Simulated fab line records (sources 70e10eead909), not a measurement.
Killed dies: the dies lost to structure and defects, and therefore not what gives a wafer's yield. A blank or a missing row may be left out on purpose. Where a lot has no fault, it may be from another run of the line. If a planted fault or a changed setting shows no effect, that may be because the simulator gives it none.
fab line records ; flow nandHarc
record lots=5; wafers=15; lastDay=23
route steps=1159 shown A_M1@1037 A_BONDPAD@1059 END@1159
lots that met no fault: taken from a fault-free run of the same line
startH: hours from the record's opening day to when the first of the lot's shown wafers began ; waitH: hours elapsed since this lot's preceding step ; " the same as in the row above ; L1.1+2: a single row standing in for several wafers ; - no value present, or no start provided ; * or withheld: withheld ; < > ~ a bound
route shown NAME@n: a module of which the file shows steps, and the number in the route of the first ; usual: mean/standard deviation of fault-free wafers ; same: alike in all rows ; chamber/n: place in a boat ; sites: readings site by site ; _std_site: standard deviation across them ; _edge_site: mean of outer sites minus mean of inner sites ; radiusMm: how far each site lies from the wafer's centre ; mask NAME#n: copy n ; behind: the last tool/chamber to shape the wafer ; hold: reason for holding the lot/hours on hold/outcome of the hold ; device: the transistor (n, p or np) that didn't switch ; end of line: tests of these same wafers at the route's end ; a step with no rows: only its recipe ; killed: the dies lost at the first sort to structure and to defects; this is not the yield of the wafer ; map: a wafer's dies, marking killed ones x, the rest . and places with no die _
set.NAME: the run value of the setting; set.NAME@STEP: its run value at that earlier step ; model.NAME: the simulator's own value behind a step, which no gauge read
lots seen at some steps along the route; tables by step, rows by wafer
services: from which hour (startH, from the record's first day; less than 0 if before it) a tool's chamber was out of use, for how many hours, and why
## steps
# step NHARC_A_M1_OVL_MEAS_10
# recipe pitchNm=240
# usual overlayXNm=-0.1/0.82; overlayYNm=0.1/0.93
lot.wafer;tool;chamber;startH;waitH;overlayXNm;overlayYNm
L712.1;overlay-02;-;406.57;-;-1.7;0.5
L712.2;overlay-02;-;406.57;-;-1.2;0.3
L712.5;overlay-02;-;406.57;-;-0.9;0.0
L720.3;overlay-02;-;456.80;-;-0.9;-0.3
L720.5;overlay-02;-;456.80;-;0.0;-0.3
L720.6;overlay-02;-;456.80;-;-1.0;-0.2
L725.2;overlay-01;-;465.91;-;0.8;0.5
L725.4;overlay-01;-;465.91;-;0.2;-0.1
L725.6;overlay-01;-;465.91;-;1.1;0.4
L724.3;overlay-02;-;466.80;-;-1.3;1.3
L724.5;overlay-02;-;466.80;-;-1.1;0.6
L724.6;overlay-02;-;466.80;-;-1.6;0.8
L726.1;overlay-01;-;505.29;-;1.4;1.0
L726.2;overlay-01;-;505.29;-;1.3;1.2
L726.5;overlay-01;-;505.29;-;1.2;0.4
# step NHARC_A_M1_INSPECT_11
# usual rawDefectCount=29/13
lot.wafer;tool;chamber;startH;waitH;rawDefectCount
L712.1;defectInspect-01;-;406.60;0.0;19
L712.2;defectInspect-01;-;406.60;0.0;25
L712.5;defectInspect-01;-;406.60;0.0;19
L720.3;defectInspect-01;-;456.84;0.0;19
L720.5;defectInspect-01;-;456.84;0.0;14
L720.6;defectInspect-01;-;456.84;0.0;22
L725.2;defectInspect-01;-;465.95;0.0;38
L725.4;defectInspect-01;-;465.95;0.0;29
L725.6;defectInspect-01;-;465.95;0.0;24
L724.3;defectInspect-02;-;466.83;0.0;35
L724.5;defectInspect-02;-;466.83;0.0;26
L724.6;defectInspect-02;-;466.83;0.0;23
L726.1;defectInspect-02;-;505.33;0.0;26
L726.2;defectInspect-02;-;505.33;0.0;27
L726.5;defectInspect-02;-;505.33;0.0;28
# step NHARC_A_M1_DESCUM_14
# recipe timeS=3; o2FlowSccm=200; arFlowSccm=0; biasPowerW=0; chemistry=O2
# step NHARC_A_M1_ETCH_35
# recipe targetDepthA=400; overetchA=120; timeS=43.94; ionEnergyEv=200; n2FlowSccm=150; h2FlowSccm=150; arFlowSccm=0; rfW=400; biasW=150; chemistry=N2/H2
# step NHARC_A_M1_ETCH_15
# recipe targetDepthA=1825; timeS=91.2; c4f8FlowSccm=withheld; arFlowSccm=400; rfW=600; biasW=300; chemistry=C4F8/Ar
# step NHARC_A_M1_CD_MEAS_16
# usual cdNm=119.7/0.72
lot.wafer;tool;chamber;startH;waitH;cdNm
L712.1;cdSem-02;-;406.97;-;119.0
L712.2;cdSem-02;-;406.97;-;119.3
L712.5;cdSem-02;-;406.97;-;118.9
L720.3;cdSem-02;-;457.21;-;119.1
L720.5;cdSem-02;-;457.21;-;120.3
L720.6;cdSem-02;-;457.21;-;119.9
L725.2;cdSem-01;-;466.31;-;119.1
L725.4;cdSem-01;-;466.31;-;118.0
L725.6;cdSem-01;-;466.31;-;117.7
L724.3;cdSem-01;-;467.20;-;120.7
L724.5;cdSem-01;-;467.20;-;120.3
L724.6;cdSem-01;-;467.20;-;119.9
L726.1;cdSem-02;-;505.70;-;119.6
L726.2;cdSem-02;-;505.70;-;120.2
L726.5;cdSem-02;-;505.70;-;119.2
# step NHARC_A_M1_STRIP_18
# recipe powerW=1000; n2FlowSccm=150; h2FlowSccm=150; arFlowSccm=0; biasW=0; chemistry=N2/H2
# usual drypumpMotorCurrentA=5.5/0.36; n2FlowSccm=150.0/0.43; oesProductAu=0.999/0.0099; rfVppV=90.7/0.92; showerheadPlenumPTorr=2.05/0.079; throttleValvePct=14.171/0.0094
lot.wafer;tool;chamber;startH;waitH;drypumpMotorCurrentA;n2FlowSccm;oesProductAu;rfHoursCounterH;rfVppV;showerheadPlenumPTorr;throttleValvePct
L712.1;rieDiel-06;0;407.04;0.1;5.4;150.8;0.995;4.2;89.7;2.02;14.167
L712.2;rieDiel-06;2;407.04;0.1;5.0;149.8;1.004;4.6;89.3;2.05;14.174
L712.5;rieDiel-06;1;407.04;0.1;5.1;149.8;0.974;-;90.4;1.97;14.163
L720.3;rieDiel-12;2;457.28;0.1;5.3;149.5;0.992;4.6;90.5;2.14;14.180
L720.5;rieDiel-12;2;457.28;0.1;5.3;150.1;0.992;-;90.3;2.14;14.163
L720.6;rieDiel-12;3;457.28;0.1;5.2;149.8;0.999;-;91.5;2.04;14.186
L725.4;rieDiel-12;1;466.38;0.1;5.9;150.5;1.005;4.9;91.3;2.06;14.193
L725.2;rieDiel-12;0;466.38;0.1;5.9;149.6;1.012;4.4;89.0;1.93;14.175
L725.6;rieDiel-12;1;466.38;0.1;5.9;150.4;1.013;-;90.1;2.06;14.176
L724.3;rieDiel-06;2;467.29;0.1;5.0;150.1;0.984;0.9;90.8;2.05;14.197
L724.5;rieDiel-06;2;467.29;0.1;5.0;150.4;0.983;-;91.1;2.05;14.164
L724.6;rieDiel-06;3;467.29;0.1;6.1;149.8;1.007;-;93.7;2.15;14.156
L726.1;rieDiel-12;0;505.77;0.1;5.9;149.8;1.016;6.7;88.6;1.93;14.171
L726.2;rieDiel-12;1;505.77;0.1;5.8;150.7;1.009;7.0;91.8;2.06;14.171
L726.5;rieDiel-12;1;505.77;0.1;5.8;150.3;1.001;-;91.4;2.06;14.187
# step NHARC_A_M1_ETCH_28
# recipe targetDepthA=300; overEtchFrac=0.3; timeS=72.99; ionEnergyEv=150; cf4FlowSccm=50; n2FlowSccm=100; arFlowSccm=150; rfW=300; biasW=100; chemistry=CF4/N2
# usual cf4FlowSccm=50.00/0.14; drypumpMotorCurrentA=5.5/0.37; n2FlowSccm=100.02/0.29; oesProductAu=0.999/0.0093; rfVppV=314.2/1.8; showerheadPlenumPTorr=2.63/0.095; throttleValvePct=19.793/0.009
lot.wafer;tool;chamber;startH;waitH;cf4FlowSccm;drypumpMotorCurrentA;n2FlowSccm;oesProductAu;rfHoursCounterH;rfVppV;showerheadPlenumPTorr;throttleValvePct
L712.1;rieDiel-06;0;-;-;49.97;5.4;100.37;1.002;4.3;312.2;2.60;19.798
L712.2;rieDiel-06;1;-;-;49.97;5.0;99.96;0.987;4.7;311.9;2.54;19.801
L712.5;rieDiel-06;1;-;-;50.10;5.0;99.61;0.986;-;313.6;2.54;19.780
L720.3;rieDiel-12;3;-;-;50.05;5.3;100.40;1.004;4.1;314.8;2.62;19.793
L720.6;rieDiel-12;0;-;-;49.66;5.9;99.74;0.994;-;313.1;2.49;19.789
L720.5;rieDiel-12;1;-;-;50.08;5.9;100.24;1.001;-;314.0;2.65;19.797
L725.2;rieDiel-12;1;-;-;49.82;5.9;99.94;1.006;5.0;312.9;2.65;19.820
L725.4;rieDiel-12;2;-;-;49.98;5.4;100.04;1.000;5.7;316.3;2.74;19.780
L725.6;rieDiel-12;0;-;-;49.85;5.9;99.99;1.013;-;311.2;2.49;19.805
L724.3;rieDiel-06;1;-;-;50.02;5.1;100.22;1.007;0.9;313.3;2.54;19.787
L724.6;rieDiel-06;1;-;-;50.07;5.0;100.06;1.012;-;313.3;2.54;19.803
L724.5;rieDiel-06;3;-;-;49.76;6.2;100.26;1.008;-;316.7;2.76;19.782
L726.1;rieDiel-12;3;-;-;49.85;5.2;100.18;1.005;7.4;313.4;2.62;19.789
L726.2;rieDiel-12;2;-;-;50.01;5.3;99.95;0.996;7.7;315.4;2.74;19.792
L726.5;rieDiel-12;0;-;-;50.22;5.9;99.42;1.007;-;310.6;2.49;19.788
# step NHARC_A_M1_STRIP_19
# recipe timeS=600; tempC=30; chemistry=postEtchResidueRemover
# step NHARC_A_M1_DEGAS_29
# recipe tempC=250; timeS=60
# usual heaterPowerW=351/40
lot.wafer;tool;chamber;startH;waitH;heaterPowerW
L712.2;pvdSputter-03;-;407.70;-;309
L712.1;pvdSputter-03;-;407.70;-;316
L712.5;pvdSputter-03;-;407.70;-;312
L720.3;pvdSputter-03;-;457.92;-;426
L720.6;pvdSputter-03;-;457.92;-;378
L720.5;pvdSputter-03;-;457.92;-;427
L725.4;pvdSputter-01;-;467.04;-;320
L725.2;pvdSputter-01;-;467.04;-;337
L725.6;pvdSputter-01;-;467.04;-;380
L724.3;pvdSputter-02;-;468.01;-;288
L724.6;pvdSputter-02;-;468.01;-;382
L724.5;pvdSputter-02;-;468.01;-;379
L726.1;pvdSputter-02;-;506.43;-;387
L726.2;pvdSputter-02;-;506.43;-;369
L726.5;pvdSputter-02;-;506.43;-;280
# step NHARC_A_M1_PRE_CLEAN_30
# recipe timeS=30; tempC=280; gas=H2/He
# usual heaterPowerW=429/49
lot.wafer;tool;chamber;startH;waitH;heaterPowerW
L712.1;pvdSputter-03;-;-;-;377
L712.2;pvdSputter-03;-;-;-;379
L712.5;pvdSputter-03;-;-;-;463
L720.3;pvdSputter-03;-;-;-;385
L720.6;pvdSputter-03;-;-;-;371
L720.5;pvdSputter-03;-;-;-;469
L725.2;pvdSputter-01;-;-;-;453
L725.4;pvdSputter-01;-;-;-;390
L725.6;pvdSputter-01;-;-;-;457
L724.3;pvdSputter-02;-;-;-;476
L724.5;pvdSputter-02;-;-;-;459
L724.6;pvdSputter-02;-;-;-;443
L726.1;pvdSputter-02;-;-;-;356
L726.2;pvdSputter-02;-;-;-;455
L726.5;pvdSputter-02;-;-;-;442
# step NHARC_A_M1_PVD_20
# recipe targetThkA=50; biasV=168.6; powerW=15000; chamberPressurePa=0.12; timeS=8.06; substrateTempC=50; material=TaN
# step NHARC_A_M1_PVD_21
# recipe targetThkA=300; chamberPressurePa=5; powerW=5000; substrateTempC=30; timeS=20.49; material=Cu
# usual throttleValvePct=29.9/1
lot.wafer;tool;chamber;startH;waitH;throttleValvePct
L712.1;pvdSputter-03;-;407.93;-;30.6
L712.2;pvdSputter-03;-;407.93;-;28.7
L712.5;pvdSputter-03;-;407.93;-;30.8
L720.3;pvdSputter-02;-;458.16;-;28.7
L720.6;pvdSputter-02;-;458.16;-;28.7
L720.5;pvdSputter-02;-;458.16;-;30.0
L725.4;pvdSputter-01;-;467.26;-;30.5
L725.2;pvdSputter-01;-;467.26;-;30.4
L725.6;pvdSputter-01;-;467.26;-;31.1
L724.3;pvdSputter-02;-;468.22;-;28.6
L724.6;pvdSputter-02;-;468.22;-;28.6
L724.5;pvdSputter-02;-;468.22;-;30.2
L726.1;pvdSputter-02;-;506.64;-;28.3
L726.2;pvdSputter-02;-;506.64;-;29.7
L726.5;pvdSputter-02;-;506.64;-;28.5
# step NHARC_A_M1_ECD_22
# recipe targetThkA=4000; bathTempC=25; material=Cu
# step NHARC_A_M1_ANNEAL_31
# recipe tempC=225; timeS=90
# step NHARC_A_M1_CMP_23
# recipe tOverpolishS=20; targetThkNm=154.34
# step NHARC_A_M1_SRD_25
# step NHARC_A_M1_INSPECT_27
# usual rawDefectCount=444/120
lot.wafer;tool;chamber;startH;waitH;rawDefectCount
L712.1;defectInspect-02;-;409.28;0.0;475
L712.2;defectInspect-02;-;409.28;0.0;498
L712.5;defectInspect-02;-;409.28;0.0;320
L720.3;defectInspect-02;-;459.49;0.0;395
L720.5;defectInspect-02;-;459.49;0.0;437
L720.6;defectInspect-02;-;459.49;0.0;352
L725.2;defectInspect-01;-;468.58;0.0;374
L725.4;defectInspect-01;-;468.58;0.0;455
L725.6;defectInspect-01;-;468.58;0.0;354
L724.3;defectInspect-01;-;469.55;0.0;419
L724.5;defectInspect-01;-;469.55;0.0;371
L724.6;defectInspect-01;-;469.55;0.0;341
L726.1;defectInspect-01;-;507.97;0.0;257
L726.2;defectInspect-01;-;507.97;0.0;428
L726.5;defectInspect-01;-;507.97;0.0;402
# step NHARC_A_M1_PRE_CLEAN_32
# recipe timeS=12; tempC=370; rfPowerW=300; gas=NH3
# step NHARC_A_M1_DEP_33
# recipe targetThkA=300; tempC=370; targetThkNm=30; pressureTorr=3; flowSccm=200; rfW=450; material=SiCN
# step NHARC_A_BONDPAD_DEP_00
# recipe targetThkA=2500; tempC=370; targetThkNm=250; pressureTorr=3; flowSccm=200; rfW=450; material=SiCN
# step NHARC_A_BONDPAD_CMP_29
# recipe targetThkNm=200; material=SiCN
# step NHARC_A_BONDPAD_THK_MEAS_30
# recipe thkMeasGauge=ellipsometry
# usual thkNm=199.6/1.4
lot.wafer;tool;chamber;startH;waitH;thkNm
L712.1;filmMetro-02;-;410.63;0.2;200.1
L712.2;filmMetro-02;-;410.63;0.2;200.4
L712.5;filmMetro-02;-;410.63;0.2;201.6
L720.3;filmMetro-02;-;461.66;0.2;200.4
L720.5;filmMetro-02;-;461.66;0.2;199.5
L720.6;filmMetro-02;-;461.66;0.2;199.6
L725.2;filmMetro-02;-;469.94;0.2;196.5
L725.4;filmMetro-02;-;469.94;0.2;198.4
L725.6;filmMetro-02;-;469.94;0.2;197.8
L724.3;filmMetro-02;-;470.90;0.2;203.4
L724.5;filmMetro-02;-;470.90;0.2;197.3
L724.6;filmMetro-02;-;470.90;0.2;201.6
L726.1;filmMetro-01;-;509.38;0.2;200.7
L726.5;filmMetro-01;-;509.38;0.2;199.1
# step NHARC_A_BONDPAD_SRD_31
# step NHARC_A_BONDPAD_DEHYDRATE_01
# recipe tempC=150; timeS=120
# step NHARC_A_BONDPAD_HMDS_02
# recipe timeS=30
# step NHARC_A_BONDPAD_COAT_33
# recipe tempC=200; timeS=65
# step NHARC_A_BONDPAD_COAT_03
# recipe spinRpm=2000; resistThkNm=600
# step NHARC_A_BONDPAD_SOFTBAKE_04
# recipe tempC=125; timeS=70
# step NHARC_A_BONDPAD_EBR_05
# step NHARC_A_BONDPAD_EXPOSE_06
# recipe na=0.55; doseMj=36.99; maskId=A_BPAD
# step NHARC_A_BONDPAD_PEB_07
# recipe pebTempC=128; pebTimeS=80
# step NHARC_A_BONDPAD_DEVELOP_08
# recipe timeS=50; devTempC=22
# step NHARC_A_BONDPAD_CD_MEAS_09
# recipe targetCdNm=500; landingEnergyEv=500
# usual cdNm=500.4/2.2
lot.wafer;tool;chamber;startH;waitH;cdNm
L712.1;cdSem-01;0;411.25;-;504.0
L712.2;cdSem-01;0;411.25;-;502.6
L712.5;cdSem-01;0;411.25;-;503.0
L720.3;cdSem-01;0;462.10;-;502.3
L720.5;cdSem-01;0;462.10;-;500.6
L720.6;cdSem-01;0;462.10;-;501.5
L725.2;cdSem-03;0;471.47;-;499.7
L725.4;cdSem-03;0;471.47;-;498.7
L725.6;cdSem-03;0;471.47;-;502.5
L724.3;cdSem-02;0;471.51;-;503.6
L724.5;cdSem-02;0;471.51;-;505.0
L724.6;cdSem-02;0;471.51;-;502.4
L726.1;cdSem-02;0;509.83;-;501.4
L726.5;cdSem-02;0;509.83;-;500.6
# step NHARC_A_BONDPAD_OVL_MEAS_35
# usual overlayXNm=0/6.2; overlayYNm=0/5.9
lot.wafer;tool;chamber;startH;waitH;overlayXNm;overlayYNm
L712.1;overlay-01;-;411.33;-;-9;2
L712.2;overlay-01;-;411.33;-;-8;1
L712.5;overlay-01;-;411.33;-;-9;2
L720.3;overlay-01;-;462.19;-;-1;-3
L720.5;overlay-01;-;462.19;-;-2;-3
L720.6;overlay-01;-;462.19;-;-2;-3
L725.2;overlay-01;-;471.56;-;-5;-9
L725.4;overlay-01;-;471.56;-;-6;-9
L725.6;overlay-01;-;471.56;-;-5;-9
L724.3;overlay-02;-;471.59;-;0;4
L724.5;overlay-02;-;471.59;-;0;5
L724.6;overlay-02;-;471.59;-;1;4
L726.1;overlay-01;-;509.93;-;8;-3
L726.5;overlay-01;-;509.93;-;7;-2
# step NHARC_A_BONDPAD_HARDBAKE_10
# recipe tempC=118; timeS=65
# step NHARC_A_BONDPAD_DESCUM_11
# recipe timeS=3; o2FlowSccm=200; arFlowSccm=0; biasPowerW=0; chemistry=O2
# usual drypumpMotorCurrentA=5.8/0.39; oesProductAu=0.998/0.0069; rfVppV=57.7/0.94; showerheadPlenumPTorr=1.89/0.093; throttleValvePct=11.310/0.01
lot.wafer;tool;chamber;startH;waitH;drypumpMotorCurrentA;oesProductAu;rfHoursCounterH;rfVppV;showerheadPlenumPTorr;throttleValvePct
L712.2;rieDiel-03;1;411.46;-;5.6;0.995;0;55.9;1.88;11.314
L712.1;rieDiel-03;2;411.46;-;6.1;1.002;0;56.5;1.79;11.318
L712.5;rieDiel-03;1;411.46;-;5.6;0.996;-;58.6;1.88;11.317
L720.3;rieDiel-03;1;462.31;-;5.7;0.999;2;58.3;1.88;11.295
L720.6;rieDiel-03;1;462.31;-;5.6;0.998;-;57.6;1.88;11.318
L720.5;rieDiel-03;2;462.31;-;6.2;1.012;-;56.4;1.79;11.309
L725.2;rieDiel-03;3;471.69;-;6.3;1.004;3;58.1;2.02;11.315
L725.4;rieDiel-03;1;471.69;-;5.6;1.000;3;57.0;1.88;11.326
L725.6;rieDiel-03;0;471.69;-;5.5;0.998;-;58.0;1.92;11.327
L724.3;rieDiel-11;1;471.73;-;5.6;0.995;17;57.3;1.77;11.327
L724.5;rieDiel-11;3;471.73;-;5.2;0.988;-;58.5;1.77;11.310
L724.6;rieDiel-11;0;471.73;-;5.2;0.999;-;58.6;1.97;11.303
L726.1;rieDiel-03;3;510.07;-;6.3;0.995;4;58.8;2.02;11.320
L726.5;rieDiel-03;3;510.07;-;6.3;0.985;-;59.2;2.02;11.314
# step NHARC_A_BONDPAD_ETCH_34
# recipe targetDepthA=600; overetchA=180; timeS=65.91; ionEnergyEv=200; n2FlowSccm=150; h2FlowSccm=150; arFlowSccm=0; rfW=400; biasW=150; chemistry=N2/H2
# step NHARC_A_BONDPAD_ETCH_12
# recipe targetDepthA=2200; timeS=110; chf3FlowSccm=50; o2FlowSccm=10; arFlowSccm=200; rfW=500; biasW=200; chemistry=CHF3/O2
# step NHARC_A_BONDPAD_CD_MEAS_13
# usual cdNm=500.4/2.4
lot.wafer;tool;chamber;startH;waitH;cdNm
L712.1;cdSem-03;-;411.77;-;504.9
L712.2;cdSem-03;-;411.77;-;502.7
L712.5;cdSem-03;-;411.77;-;503.2
L720.3;cdSem-03;-;462.63;-;501.8
L720.5;cdSem-03;-;462.63;-;500.5
L720.6;cdSem-03;-;462.63;-;500.9
L725.2;cdSem-02;-;472.00;-;499.4
L725.4;cdSem-02;-;472.00;-;498.5
L725.6;cdSem-02;-;472.00;-;503.4
L724.3;cdSem-01;-;472.07;-;503.3
L724.5;cdSem-01;-;472.07;-;503.9
L724.6;cdSem-01;-;472.07;-;501.7
L726.1;cdSem-01;-;510.38;-;502.4
L726.5;cdSem-01;-;510.38;-;499.5
# step NHARC_END_SORT_01
# recipe tempC=25
# usual defectLimitedYield=95.7/1.5; killedAtArray=25/9.5; killedAtOther=0.8/1.2; killedAtPeriphery=3.4/2.2; killedDies=29/10; killedOpen=3.3/1.8; killedShort=2.1/1.4; sort_bin_2_pct=1.4/0.63; sort_bin_3_pct=0.22/0.2; sort_bin_4_pct=2.7/0.96; sortNPass=648/10; sortRimYieldPct=95.6/2.8; sortYieldPct=95.7/1.5
# same grossDies=677; sort_bin_5_pct[%]=0; sort_bin_6_pct[%]=0; sort_bin_7_pct[%]=0; sort_bin_8_pct[%]=0; sortRimNGross=106.00
lot.wafer;tool;chamber;startH;waitH;defectLimitedYield[%];killedAtArray;killedAtOther;killedAtPeriphery;killedDies;killedOpen;killedShort;sort_bin_2_pct[%];sort_bin_3_pct[%];sort_bin_4_pct[%];sortNPass;sortRimYieldPct[%];sortYieldPct[%]
L725.2;prober-02;0;511.78;2.8;96.8;18;0;4;22;1;3;0.7;0;2.5;655;90.6;96.8
L725.4;prober-02;0;513.40;3.4;97.0;17;2;1;20;3;2;0.6;0;2.4;657;90.6;97.0
L725.6;prober-02;0;515.02;4.1;96.2;22;0;4;26;2;2;1.9;0.30;1.6;651;97.2;96.2
L724.3;prober-01;0;512.42;3.1;95.7;29;0;0;29;2;1;1.0;0.74;2.5;648;97.2;95.7
L724.5;prober-01;0;514.02;3.7;95.9;26;0;2;28;3;2;1.3;0.44;2.4;649;95.3;95.9
L724.6;prober-01;0;514.82;4.0;96.8;22;0;0;22;0;4;1.2;0;2.1;655;99.1;96.8
L726.2;prober-01;0;546.43;2.8;0;673;2;2;677;5;1;96.9;0.15;3.0;0;0;0
# killed by level:class
L725.2 A_SLIT:chamberFilmFlake=10 P_STI:chamberFilmFlake=2 P_GATE:chamberFilmFlake=2 A_CHANNEL_HOLE_D1:chamberFilmFlake=2 A_CONTACT:chamberFilmFlake=2 A_CHANNEL_HOLE_D1:geometricParticle:short=1 A_CHANNEL_FILL_D1:geometricParticle:open=1 A_CHANNEL_FILL_D1:geometricParticle:short=1
L724.3 A_CHANNEL_HOLE_D1:chamberFilmFlake=16 A_WL_FILL:chamberFilmFlake=5 A_STAIRCASE:chamberFilmFlake=2 A_CONTACT:chamberFilmFlake=2 A_CHANNEL_HOLE_D1:geometricParticle:short=1 A_CHANNEL_FILL_D1:geometricParticle:open=1 A_CONTACT:geometricParticle:open=1 A_SLIT:chamberFilmFlake=1
L725.4 A_SLIT:chamberFilmFlake=7 A_WL_FILL:geometricParticle:short=2 A_CONTACT:chamberFilmFlake=2 HYBRID_BOND:latent=2 A_CHANNEL_FILL_D1:geometricParticle:open=1 A_WL_FILL:geometricParticle:open=1 A_M1:geometricParticle:open=1 P_STI:chamberFilmFlake=1
L724.5 A_CHANNEL_HOLE_D1:chamberFilmFlake=20 A_WL_FILL:chamberFilmFlake=2 P_M0:geometricParticle:short=1 A_ONON_D1:geometricParticle:open=1 A_CHANNEL_FILL_D1:geometricParticle:short=1 A_CONTACT:geometricParticle:open=1 A_M0:geometricParticle:open=1 P_STI:chamberFilmFlake=1
L724.6 A_CHANNEL_HOLE_D1:chamberFilmFlake=16 A_ONON_D1:geometricParticle:short=2 A_M0:geometricParticle:short=1 A_M1:geometricParticle:short=1 A_STAIRCASE:chamberFilmFlake=1 A_WL_FILL:chamberFilmFlake=1
L725.6 A_SLIT:chamberFilmFlake=13 P_M0:chamberFilmFlake=2 A_CHANNEL_HOLE_D1:chamberFilmFlake=2 A_STAIRCASE:chamberFilmFlake=2 A_CONTACT:chamberFilmFlake=2 P_M0:geometricParticle:open=1 A_ONON_D1:geometricParticle:short=1 A_CONTACT:geometricParticle:short=1
L726.2 A_M1:areaPvd=647 A_CHANNEL_HOLE_D1:chamberFilmFlake=18 A_CONTACT:geometricParticle:open=2 A_M0:geometricParticle:open=2 A_CONTACT:chamberFilmFlake=2 THIN_TSV:chamberFilmFlake=2 P_M1:geometricParticle:open=1 A_CONTACT:geometricParticle:short=1
# map L726.2 (x killed, . not)
____________x____________
_________xxxxxxx_________
_______xxxxxxxxxxx_______
______xxxxxxxxxxxxx______
_____xxxxxxxxxxxxxxx_____
____xxxxxxxxxxxxxxxxx____
____xxxxxxxxxxxxxxxxx____
___xxxxxxxxxxxxxxxxxxx___
___xxxxxxxxxxxxxxxxxxx___
__xxxxxxxxxxxxxxxxxxxxx__
__xxxxxxxxxxxxxxxxxxxxx__
_xxxxxxxxxxxxxxxxxxxxxxx_
_xxxxxxxxxxxxxxxxxxxxxxx_
_xxxxxxxxxxxxxxxxxxxxxxx_
_xxxxxxxxxxxxxxxxxxxxxxx_
_xxxxxxxxxxxxxxxxxxxxxxx_
xxxxxxxxxxxxxxxxxxxxxxxxx
xxxxxxxxxxxxxxxxxxxxxxxxx
xxxxxxxxxxxxxxxxxxxxxxxxx
xxxxxxxxxxxxxxxxxxxxxxxxx
xxxxxxxxxxxxxxxxxxxxxxxxx
_xxxxxxxxxxxxxxxxxxxxxxx_
_xxxxxxxxxxxxxxxxxxxxxxx_
_xxxxxxxxxxxxxxxxxxxxxxx_
_xxxxxxxxxxxxxxxxxxxxxxx_
_xxxxxxxxxxxxxxxxxxxxxxx_
__xxxxxxxxxxxxxxxxxxxxx__
__xxxxxxxxxxxxxxxxxxxxx__
___xxxxxxxxxxxxxxxxxxx___
___xxxxxxxxxxxxxxxxxxx___
____xxxxxxxxxxxxxxxxx____
____xxxxxxxxxxxxxxxxx____
_____xxxxxxxxxxxxxxx_____
______xxxxxxxxxxxxx______
_______xxxxxxxxxxx_______
_________xxxxxxx_________
____________x____________
# map L720.3 (x killed, . not)
____________.____________
_________....x.._________
_______..........._______
______.x...........______
_____............x.._____
____.................____
____.................____
___...................___
___...................___
__.....................__
__.....................__
_...x..................._
_......................._
_.........x............._
_......................._
_....x.......x.........._
.........................
.........................
...........x.............
x........................
...........x............x
_..x...................._
_....x....x.x..........._
_......................._
_..........x............_
_.........x............._
__..................x..__
__.....................__
___.................x.___
___...................___
____.................____
____.................____
_____..............._____
______............x______
_______x.........._______
_________......._________
____________.____________
## services
tool;chamber;startH;hours;kind
rieDiel-11;3;384.36;7.9;repair
rieDiel-12;0;388.40;-;clean
rieDiel-12;1;388.40;-;clean
rieDiel-12;2;388.40;-;clean
rieDiel-12;3;388.40;-;clean
rieDiel-06;2;389.99;7.2;repair
rieDiel-03;-;392.33;9.0;pm
pvdSputter-02;-;396.88;10.0;pm
rieDiel-12;0;412.90;-;clean
rieDiel-12;1;412.90;-;clean
rieDiel-12;2;412.90;-;clean
rieDiel-12;3;412.90;-;clean
pvdSputter-03;-;415.59;1.0;repair
rieDiel-06;-;418.20;9.0;pm
rieDiel-12;-;436.19;0.8;repair
rieDiel-12;0;461.40;-;clean
rieDiel-12;1;461.40;-;clean
rieDiel-12;2;461.40;-;clean
rieDiel-12;3;461.40;-;clean
rieDiel-06;0;465.11;4.7;repair
rieDiel-12;0;485.90;-;clean
rieDiel-12;1;485.90;-;clean
rieDiel-12;2;485.90;-;clean
rieDiel-06;3;506.64;1.2;repair
## key
firstSign step=NHARC_END_SORT_01; reading=sort_bin_2_pct; direction=up; sigmas=99+; usual=1.4; struck=96.9
effect step=NHARC_END_SORT_01; reading=killedAtArray; direction=up; sigmas=68; usual=25; struck=673
moreKillsBornAt NHARC_A_M1_PVD_21@pvdSputter-02=647
metAt NHARC_A_M1_PVD_21
struckWafers L726.2
laterRowsLeftOut L726.2
onsetBetween 468.22 506.64
fault kind=processParameterDrift; tool=pvdSputter-02; chamber=-; onsetH=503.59; steps=NHARC_A_M1_PVD_21; channel=targetThkA; offset=*; shape=step; endH=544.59; actsIn=*; stated=*; scope=struckWafersOnly
# laterRowsLeftOut: the simulator's readings of these wafers behind a module that went badly wrong aren't trusted and aren't shown, but for the sort
